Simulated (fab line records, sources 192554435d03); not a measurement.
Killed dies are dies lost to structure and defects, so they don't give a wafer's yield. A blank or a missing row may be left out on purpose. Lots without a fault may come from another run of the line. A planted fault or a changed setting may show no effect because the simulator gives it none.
fab line records | flow n5_finfet
record lots=7 wafers=39
route steps=1938 shown BEOL_M9@1446 BEOL_M11@1554 MIM_TOP_ETCH@1853
start_h: hours from the record's first day to the start of the lot's first wafer shown | wait_h: hours since the lot's step before | " the same as in the row above | L1.1+2: a row that stands for several wafers | - no value, or no start given | * or withheld: withheld | < > ~ a bound
route shown NAME@n: a module of which the file shows steps, and the number in the route of the first | usual: mean/standard deviation of fault-free wafers | same: alike in all rows | chamber/n: place in a boat | sites: the reading at each site | _std_site: their standard deviation | _edge_site: outer sites' mean less inner sites' | radius_mm: how far each site lies from the wafer's centre | mask NAME#n: copy n | behind: the tool/chamber that last shaped the wafer | hold: why the lot was held/for how many hours/how that ended | device: the transistor (n, p or np) that didn't switch | end of line: the same wafers' tests at the end of the route | a step without rows: its recipe alone | killed: dies lost to structure and defects at the first sort, not the wafer's yield | map: a wafer's dies, x killed, . not, _ none there
set.NAME: the setting as run; set.NAME@STEP: as run at that earlier step | model.NAME: the simulator's own value behind a step, which no gauge read
lots whose settings were changed on purpose; a table a step, a row a wafer
## steps
# step N5_BEOL_M9_TRENCH_ETCH_37
# recipe chemistry=C4F6/O2 target_depth_a=1514.3 target=SiCOH_lowk time_s=49 ion_energy_ev=250 pressure_mtorr=30 source_w=345 bias_w=185 Ar_flow_sccm=300 C4F6_flow_sccm=10 O2_flow_sccm=10
# columns lot.wafer tool chamber start_h wait_h set.time_s model.BEOL_M9.feature_depth_nm model.etch.depth_nm model.TiN_of_BEOL_M9_HM_DEP_02.thk_nm
L075.1 rie_diel-02 0 - - 49 145.2 145.2 16.4
L075.2 " 3 " " 32.3 96.6 96.64 17
L075.3 " 2 " " 49 152.4 152.4 15.6
L075.4 " 1 " " 32.3 98.8 98.81 17.2
L075.5 " 3 " " 32.3 95.6 95.64 17.6
L075.6 " 2 " " 49 153 153 15.4
L077.1 rie_diel-02 1 - - 37.18 113.6 113.6 16.8
L077.2 " 3 " " 49 146.8 146.8 16.2
L077.3 " 0 " " 37.18 111.2 111.2 16.8
L077.4 " 2 " " 49 154 154.1 15.6
L077.5 " 0 " " 37.18 110.6 110.5 16.8
L077.6 " 3 " " 49 145.6 145.6 16.4
L082.1 rie_diel-02 2 - - 49 153 153.1 15.8
L082.2 " 3 " " 34.71 102.8 102.8 17.2
L082.3 " 0 " " 49 144.6 144.6 15.8
L082.4 " 1 " " 49 149.4 149.3 16
L082.5 " 1 " " 34.71 106.6 106.7 17
L082.6 " 0 " " 34.71 103.6 103.7 17.6
L084.1 rie_diel-04 3 - - 41.45 131.4 131.5 16
L084.2 " 2 " " 41.45 122.4 122.4 16.4
L084.3 " 1 " " 49 152.8 152.9 15.4
L084.4 " 0 " " 49 144.8 144.8 16
L084.5 " 1 " " 41.45 129.6 129.5 16
L084.6 " 2 " " 49 143.8 143.9 15.8
L086.1 rie_diel-04 3 - - 49 153.6 153.6 15.6
L086.2 " 2 " " 73.14 216.4 216.3 13.8
L086.3 " 1 " " 49 151.6 151.6 15.6
L086.4 " 3 " " 73.14 230.4 230.4 14
L086.5 " 2 " " 73.14 215.8 215.8 14.6
L086.6 " 1 " " 49 152.2 152.3 15.8
L087.3 rie_diel-02 3 - - 49 148 148 15.6
L087.4 " 1 " " 49 151 150.9 15.8
L087.5 " 3 " " 49 147.2 147.3 15.8
L090.1 rie_diel-04 1 - - 49 152.2 152.2 16.4
L090.2 " 0 " " 49 144.2 144.2 15.8
L090.3 " 3 " " 49 155.4 155.5 16
L090.4 " 2 " " 49 144.4 144.3 16.2
L090.5 " 0 " " 49 145.6 145.5 16
L090.6 " 1 " " 49 151.6 151.5 16.4
# step N5_BEOL_M9_ETCH_41
# recipe chemistry=CH3F/O2 target=SiCN target_depth_a=366 taper_deg=2 time_s=70.1 ion_energy_ev=120 mask_material=TiN pressure_mtorr=30 source_w=395 bias_w=75 Ar_flow_sccm=150 CH3F_flow_sccm=30 O2_flow_sccm=20
# step N5_BEOL_M9_STRIP_80
# recipe chemistry=N2/H2 time_s=10 power_w=450 temp_c=40 pressure_mtorr=20 rf_frequency_hz=6e+07 bias_power_w=7 n2_flow_sccm=200 h2_flow_sccm=200
# step N5_BEOL_M9_OCD_MEAS_38
# usual trench_depth_nm=150/4.6
# columns lot.wafer tool chamber start_h wait_h set.time_s@BEOL_M9_TRENCH_ETCH_37 trench_depth_nm
L075.1 ocd-01 - 217.92 - 49 145
L075.2 " - " " 32.3 97
L075.3 " - " " 49 153
L075.4 " - " " 32.3 98
L075.5 " - " " 32.3 96
L075.6 " - " " 49 153
L077.1 ocd-01 - 223.38 - 37.18 114
L077.2 " - " " 49 147
L077.3 " - " " 37.18 111
L077.4 " - " " 49 154
L077.5 " - " " 37.18 110
L077.6 " - " " 49 146
L082.1 ocd-01 - 258.68 - 49 153
L082.2 " - " " 34.71 103
L082.3 " - " " 49 144
L082.4 " - " " 49 150
L082.5 " - " " 34.71 106
L082.6 " - " " 34.71 104
L084.1 ocd-02 - 277.76 - 41.45 132
L084.2 " - " " 41.45 123
L084.3 " - " " 49 152
L084.4 " - " " 49 145
L084.5 " - " " 41.45 130
L084.6 " - " " 49 144
L086.1 ocd-01 - 284.50 - 49 154
L086.2 " - " " 73.14 216
L086.3 " - " " 49 152
L086.4 " - " " 73.14 231
L086.5 " - " " 73.14 216
L086.6 " - " " 49 152
L087.3 ocd-02 - 292.25 - 49 148
L087.4 " - " " 49 150
L087.5 " - " " 49 147
L090.1 ocd-01 - 321.25 - 49 152
L090.2 " - " " 49 144
L090.3 " - " " 49 156
L090.4 " - " " 49 144
L090.5 " - " " 49 146
L090.6 " - " " 49 151
# step N5_BEOL_M9_HM_STRIP_39
# recipe chemistry=peroxide_tin_strip material=TiN target_depth_a=250 temp_c=50 time_s=158
# step N5_BEOL_M9_SRD_40
# recipe time_s=30 temp_c=23 rinse_liquid=diw dry=ipa_marangoni
# step N5_BEOL_M9_ECD_50
# recipe material=Cu target_thk_a=3180
# step N5_BEOL_M9_ANNEAL_51
# recipe temp_c=225 time_s=90 ambient=N2
# step N5_BEOL_M9_CMP_52
# recipe stop_on=SiCOH_lowk t_overpolish_s=7 down_force_psi=1 platen_rpm=50 clearing_platen_down_force_psi=1.5 clearing_platen_rpm=50 post_cmp_clean=cu_alkaline target_thk_nm=140 clearing_platen_pad_velocity_m_s=0.99484 pad_velocity_m_s=0.99484
# columns lot.wafer tool chamber start_h wait_h set.time_s@BEOL_M9_TRENCH_ETCH_37 model.Cu_of_BEOL_M9_ECD_50.thk_nm
L075.2 cmp-04 1 222.10 0.2 32.3 84.8
L075.1 " 2 " " 49 134.2
L075.4 " 3 " " 32.3 85.4
L075.3 " 0 " " 49 140.4
L075.5 " 1 " " 32.3 83.6
L075.6 " 2 " " 49 141.2
L077.2 cmp-01 2 225.46 0.2 49 134.6
L077.4 " 3 " " 49 146
L077.1 " 0 " " 37.18 100.8
L077.3 " 1 " " 37.18 102.2
L077.5 " 2 " " 37.18 100.2
L077.6 " 3 " " 49 137.8
L082.3 cmp-02 1 261.12 0.2 49 132
L082.1 " 2 " " 49 138.2
L082.2 " 3 " " 34.71 90.2
L082.4 " 0 " " 49 137
L082.5 " 1 " " 34.71 93
L082.6 " 2 " " 34.71 90
L084.2 cmp-01 2 280.20 0.2 41.45 111
L084.4 " 3 " " 49 136.4
L084.1 " 0 " " 41.45 119
L084.3 " 1 " " 49 143.4
L084.5 " 2 " " 41.45 118.2
L084.6 " 3 " " 49 136.2
L086.1 cmp-01 1 286.90 0.3 49 144.2
L086.3 " 2 " " 49 140.6
L086.4 " 3 " " 73.14 223.2
L086.2 " 0 " " 73.14 203.6
L086.6 " 1 " " 49 143.6
L086.5 " 2 " " 73.14 206
L087.4 cmp-02 2 295.26 0.2 49 137.6
L087.3+5 " 3,0 " " 49 136.6
L090.3 cmp-01 0 322.97 0.2 49 143
L090.1 " 1 " " 49 142.2
L090.4 " 2 " " 49 132
L090.2 " 3 " " 49 135
L090.6 " 0 " " 49 137.8
L090.5 " 1 " " 49 137
# step N5_BEOL_M9_THK_MEAS_53
# recipe thk_meas_gauge=xrf reads=Cu_of_BEOL_M9_ECD_50
# usual M9_THK=142/5
# columns lot.wafer tool chamber start_h wait_h set.time_s@BEOL_M9_TRENCH_ETCH_37 M9_THK[nm]
L075.1 film_metro-01 - 222.39 - 49 137
L075.2 " - " " 32.3 87
L075.3 " - " " 49 144
L075.4 " - " " 32.3 87
L075.5 " - " " 32.3 86
L075.6 " - " " 49 144
L077.1 film_metro-02 - 225.75 - 37.18 103
L077.2 " - " " 49 138
L077.3 " - " " 37.18 105
L077.4 " - " " 49 149
L077.5 " - " " 37.18 102
L077.6 " - " " 49 141
L082.1 film_metro-01 - 261.42 - 49 141
L082.2 " - " " 34.71 92
L082.3 " - " " 49 135
L082.4 " - " " 49 141
L082.5 " - " " 34.71 95
L082.6 " - " " 34.71 92
L084.1 film_metro-01 - 280.50 - 41.45 123
L084.2 " - " " 41.45 114
L084.3 " - " " 49 148
L084.4 " - " " 49 140
L084.5 " - " " 41.45 122
L084.6 " - " " 49 140
L086.1 film_metro-02 - 287.19 - 49 147
L086.2 " - " " 73.14 207
L086.3 " - " " 49 143
L086.4 " - " " 73.14 227
L086.5 " - " " 73.14 209
L086.6 " - " " 49 146
L087.3 film_metro-01 - 295.48 - 49 139
L087.4 " - " " 49 140
L087.5 " - " " 49 140
L090.1 film_metro-01 - 323.27 - 49 146
L090.2 " - " " 49 138
L090.3 " - " " 49 146
L090.4 " - " " 49 135
L090.5 " - " " 49 141
L090.6 " - " " 49 141
# step N5_BEOL_M9_PRE_CLEAN_55
# recipe gas=NH3 time_s=15 temp_c=withheld rf_power_w=300
# step N5_BEOL_M9_DEP_56
# recipe material=SiCN target_thk_a=150 temp_c=withheld precursor=3MS/NH3 pressure_torr=3 rf_w=202 time_s=26.5
# step N5_BEOL_M9_RS_MEAS_57
# recipe thk_meas_gauge=four-point-probe reads=Cu_of_BEOL_M9_ECD_50+Co_of_BEOL_M9_CVD_78+TaN_of_BEOL_M9_ALD_74
# usual M9_RS=0.152/0.0057
# columns lot.wafer tool chamber start_h wait_h set.time_s@BEOL_M9_TRENCH_ETCH_37 M9_RS[ohm/sq]
L075.1 film_metro-01 - 222.52 0.1 49 0.158
L075.2 " - " " 32.3 0.266
L075.3 " - " " 49 0.150
L075.4 " - " " 32.3 0.264
L075.5 " - " " 32.3 0.270
L075.6 " - " " 49 0.149
L077.1 film_metro-02 - 225.89 0.1 37.18 0.219
L077.2 " - " " 49 0.158
L077.3 " - " " 37.18 0.215
L077.4 " - " " 49 0.144
L077.5 " - " " 37.18 0.220
L077.6 " - " " 49 0.154
L082.1 film_metro-01 - 261.55 0.1 49 0.153
L082.2 " - " " 34.71 0.247
L082.3 " - " " 49 0.161
L082.4 " - " " 49 0.154
L082.5 " - " " 34.71 0.239
L082.6 " - " " 34.71 0.248
L084.1 film_metro-01 - 280.63 0.1 41.45 0.181
L084.2 " - " " 41.45 0.196
L084.3 " - " " 49 0.147
L084.4 " - " " 49 0.155
L084.5 " - " " 41.45 0.182
L084.6 " - " " 49 0.156
L086.1 film_metro-01 - 287.33 0.1 49 0.146
L086.2 " - " " 73.14 0.100
L086.3 " - " " 49 0.150
L086.4 " - " " 73.14 0.091
L086.5 " - " " 73.14 0.099
L086.6 " - " " 49 0.147
L087.3 film_metro-01 - 295.62 0.1 49 0.155
L087.4 " - " " 49 0.154
L087.5 " - " " 49 0.155
L090.1 film_metro-02 - 323.55 0.2 49 0.149
L090.2 " - " " 49 0.157
L090.3 " - " " 49 0.148
L090.4 " - " " 49 0.161
L090.5 " - " " 49 0.155
L090.6 " - " " 49 0.154
# step N5_BEOL_M11_ETCH_62
# recipe chemistry=N2/H2 target=SOC target_depth_a=1100 overetch_a=220 mask_material=SiARC temp_c=40 time_s=165 ion_energy_ev=200 pressure_mtorr=30 source_w=840 bias_w=150 n2_flow_sccm=200 h2_flow_sccm=200
# columns lot.wafer tool chamber start_h wait_h set.time_s model.etch.depth_nm model.SiARC_of_BEOL_M11_COAT_60.thk_nm
L075.1 rie_diel-02 3 234.68 0.0 165 100.2 23.8
L075.2 " 2 " " 165 100.2 23.6
L075.3 " 0 " " 235.2 100 21.6
L075.4 " 1 " " 235.2 100.4 20.8
L075.5 " 2 " " 165 100.4 23.6
L075.6 " 3 " " 235.2 100.3 21
L077.1 rie_diel-01 3 236.36 0.0 219.6 99.65 22.2
L077.2 " 1 " " 165 99.94 24.2
L077.3 " 0 " " 165 99.82 23.2
L077.4 " 2 " " 219.6 99.55 21.4
L077.5 " 1 " " 165 99.91 24.2
L077.6 " 0 " " 219.6 99.65 21
L082.1 rie_diel-02 2 271.10 0.0 165 100.6 23.4
L082.2 " 3 " " 165 100.3 23.4
L082.3 " 1 " " 87.37 71.71 26.4
L082.4 " 1 " " 87.37 70.87 26.4
L082.5 " 2 " " 87.37 71.69 26.6
L082.6 " 3 " " 165 100.5 23.4
L084.1 rie_diel-04 2 289.72 0.0 165 99.76 23.8
L084.2 " 0 " " 165 100 23.4
L084.3 " 1 " " 165 99.72 23.4
L084.4 " 3 " " 116.5 95.22 25.2
L084.5 " 0 " " 116.5 88.01 25.4
L084.6 " 3 " " 116.5 95.44 25.2
L086.1 rie_diel-02 0 298.92 0.0 215 100.2 22.4
L086.2 " 3 " " 215 99.83 21.8
L086.3 " 1 " " 165 99.96 23.6
L086.4 " 2 " " 215 100.3 21.6
L086.5 " 1 " " 165 99.69 23.6
L086.6 " 0 " " 165 99.88 24
L087.3 rie_diel-02 3 308.57 0.0 165 100 23.8
L087.4 " 0 " " 165 99.81 24
L087.5 " 2 " " 165 99.74 23.6
L090.1 rie_diel-01 0 332.50 0.0 165 99.85 23.4
L090.2 " 2 " " 165 99.91 23.6
L090.3 " 3 " " 165 100 24.2
L090.4 " 1 " " 165 99.66 24.2
L090.5 " 1 " " 165 99.68 24.2
L090.6 " 2 " " 165 99.7 23.6
# step N5_MIM_TOP_ETCH_PECVD_03
# recipe material=SiNx target_thk_a=200 temp_c=400 precursor=SiH4/NH3/N2 pressure_torr=1.5 rf_w=300 time_s=17.6
# columns lot.wafer tool chamber start_h wait_h set.time_s model.SiNx_of_MIM_TOP_ETCH_PECVD_03.thk_nm
L075.1 pecvd-01 2 265.51 - 23.37 26
L075.2 " 1 " " 17.6 20
L075.3 " 0 " " 23.37 26.4
L075.4 " 1 " " 23.37 26.6
L075.5 " 2 " " 17.6 19.8
L075.6 " 0 " " 17.6 20.2
L077.1 pecvd-01 2 268.67 - 26.92 30
L077.2 " 0 " " 17.6 20
L077.3 " 1 " " 17.6 19.8
L077.4 " 1 " " 26.92 30.8
L077.5 " 0 " " 26.92 31
L077.6 " 2 " " 17.6 20.4
L082.1+2 pecvd-03 0,1 303.56 - 12.47 13.8
L082.3 " 2 " " 12.47 14.2
L082.4 " 0 " " 17.6 19.8
L082.5 " 2 " " 17.6 20.2
L082.6 " 1 " " 17.6 20
L084.1 pecvd-01 1 320.58 - 22.61 25.6
L084.2 " 0 " " 22.61 25.4
L084.3+5+6 " 2,1,0 " " 17.6 19.8
L084.4 " 2 " " 22.61 26
L086.1 pecvd-02 1 331.64 - 26.5 29.8
L086.2 " 0 " " 17.6 19.4
L086.3+4 " 2 " " 26.5 30
L086.5+6 " 0,1 " " 17.6 20
L087.3 pecvd-02 0 339.88 - 17.6 19.6
L087.4 " 1 " " 17.6 20
L087.5 " 2 " " 17.6 19.8
L090.1 pecvd-02 0 360.76 - 14.21 15.4
L090.2 " 2 " " 17.6 19.4
L090.3 " 0 " " 14.21 15.8
L090.4 " 2 " " 14.21 16
L090.5 " 0 " " 17.6 19.6
L090.6 " 2 " " 17.6 19.8
## key
split step=N5_BEOL_M9_TRENCH_ETCH_37 setting=time_s stated=49 by=wafer
response step=N5_BEOL_M9_TRENCH_ETCH_37 reading=model.BEOL_M9.feature_depth_nm change=+1.46 per=1% r=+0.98
response step=N5_BEOL_M9_TRENCH_ETCH_37 reading=model.etch.depth_nm change=+1.46 per=1% r=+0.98
response step=N5_BEOL_M9_TRENCH_ETCH_37 reading=model.TiN_of_BEOL_M9_HM_DEP_02.thk_nm change=-0.0362 per=1% r=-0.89
response step=N5_BEOL_M9_OCD_MEAS_38 reading=trench_depth_nm change=+1.46 per=1% r=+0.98
response step=N5_BEOL_M9_CMP_52 reading=model.Cu_of_BEOL_M9_ECD_50.thk_nm change=+1.48 per=1% r=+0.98
response step=N5_BEOL_M9_THK_MEAS_53 reading=M9_THK change=+1.51 per=1% r=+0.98
response step=N5_BEOL_M9_RS_MEAS_57 reading=M9_RS shape=bent at_lowest=0.267 at_stated=0.153 at_highest=0.097
split step=N5_BEOL_M11_ETCH_62 setting=time_s stated=165 by=wafer
response step=N5_BEOL_M11_ETCH_62 reading=model.etch.depth_nm shape=bent at_lowest=71.42 at_stated=99.97 at_highest=100.2
response step=N5_BEOL_M11_ETCH_62 reading=model.SiARC_of_BEOL_M11_COAT_60.thk_nm change=-0.063 per=1% r=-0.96
split step=N5_MIM_TOP_ETCH_PECVD_03 setting=time_s stated=17.6 by=wafer
response step=N5_MIM_TOP_ETCH_PECVD_03 reading=model.SiNx_of_MIM_TOP_ETCH_PECVD_03.thk_nm change=+0.2 per=1% r=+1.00
